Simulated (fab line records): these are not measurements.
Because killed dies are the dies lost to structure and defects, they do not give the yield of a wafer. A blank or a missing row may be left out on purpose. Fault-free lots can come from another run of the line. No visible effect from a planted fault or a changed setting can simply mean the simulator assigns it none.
The same fault as seen by 2 desks ; flow n5Finfet ; every desk sees just its own numbers, and what lay behind them comes last

== FOR THE TOOL OWNER'S DESK: rieMetal-03 ==
The tool's own readings at N5_MIM_TOP_ETCH_ETCH_00 (etches TiN in Cl2/BCl3, target depth 38.5 nm): means of the sampled wafers that have a number, for each lot that ran on this tool. Any lot whose mean is over 4 standard deviations away from the usual mean is out of limits and marked OUT; that distance is given in the brackets.
Columns: A = chamberPressureMTorr at N5_MIM_TOP_ETCH_ETCH_00, usual 10.002 mTorr; B = drypumpMotorCurrentA at N5_MIM_TOP_ETCH_ETCH_00, usual 5.7 A; C = oesProductAu at N5_MIM_TOP_ETCH_ETCH_00, usual 0.82 a.u.; D = rfFwdPowerW at N5_MIM_TOP_ETCH_ETCH_00, usual 994 W; E = throttleValvePct at N5_MIM_TOP_ETCH_ETCH_00, usual 22.88 %
lot;first seen here;A;B;C;D;E
L503;day 11 14:29;9.998;6.0;0.81;992;22.79
L513;day 14 06:49;9.993;6.0;0.77;998;22.88
L515;day 15 00:28;10.001;6.0;0.79;994;22.80
L517;day 15 07:12;10.002;6.0;0.67;995;22.96
L523;day 16 09:44;9.996;6.0;0.72;996;22.81
This desk found nothing out of limits on any of the 5 lots.

== FROM THE METROLOGY DESK ==
Means of the sampled wafers that have a number, per lot and without regard to the tool the lot ran on: this is what the gauges read. Any lot whose mean is over 4 standard deviations away from the usual mean is out of limits and marked OUT; that distance is given in the brackets. It has 10 readings; the 7 that lie furthest out on some lot are the ones shown.
Columns: A = DIBL_P at N5_BEOL_M4_RC_MEAS_101, usual 36.0 mV/V; B = IOFF_P at N5_BEOL_M4_RC_MEAS_101, usual 0.21 nA/um; C = ION_N at N5_BEOL_M4_RC_MEAS_101, usual 671 uA/um; D = ION_P at N5_BEOL_M4_RC_MEAS_101, usual 460 uA/um; E = SS_N at N5_BEOL_M4_RC_MEAS_101, usual 71.5 mV/dec; F = SS_P at N5_BEOL_M4_RC_MEAS_101, usual 73.2 mV/dec; G = VT_N at N5_BEOL_M4_RC_MEAS_101, usual 250 mV
lot;first seen here;A;B;C;D;E;F;G
L503;day 7 18:34;35.1;0.19;665;454;71.3;73.1;248
L504;day 7 22:47;35.5;0.18;667;456;71.1;72.9;252
L509;day 8 23:23;36.3;0.23;665;454;71.5;73.4;250
L512;day 10 06:10;31.2;0.14;649;447;70.5;71.4;255
L513;day 10 09:12;35.1;0.22;662;468;70.9;72.3;250
L515;day 11 02:31;36.1;0.21;668;455;71.5;73.4;250
L517;day 11 03:08;36.2;0.18;671;457;71.3;73.3;249
L516;day 11 07:16;37.6;0.21;665;456;70.7;73.6;248
L523;day 12 19:54;37.6;0.23;671;463;72.0;73.7;249
L525;day 13 12:14;34.2;0.18;664;458;71.1;72.8;255
This desk found nothing out of limits on any of the 10 lots.

== ALL TOGETHER ==
The desk of the tool owner found nothing out of limits.
The metrology desk saw nothing out of limits.

== WHAT WAS PUT IN BY THE SIMULATOR ==
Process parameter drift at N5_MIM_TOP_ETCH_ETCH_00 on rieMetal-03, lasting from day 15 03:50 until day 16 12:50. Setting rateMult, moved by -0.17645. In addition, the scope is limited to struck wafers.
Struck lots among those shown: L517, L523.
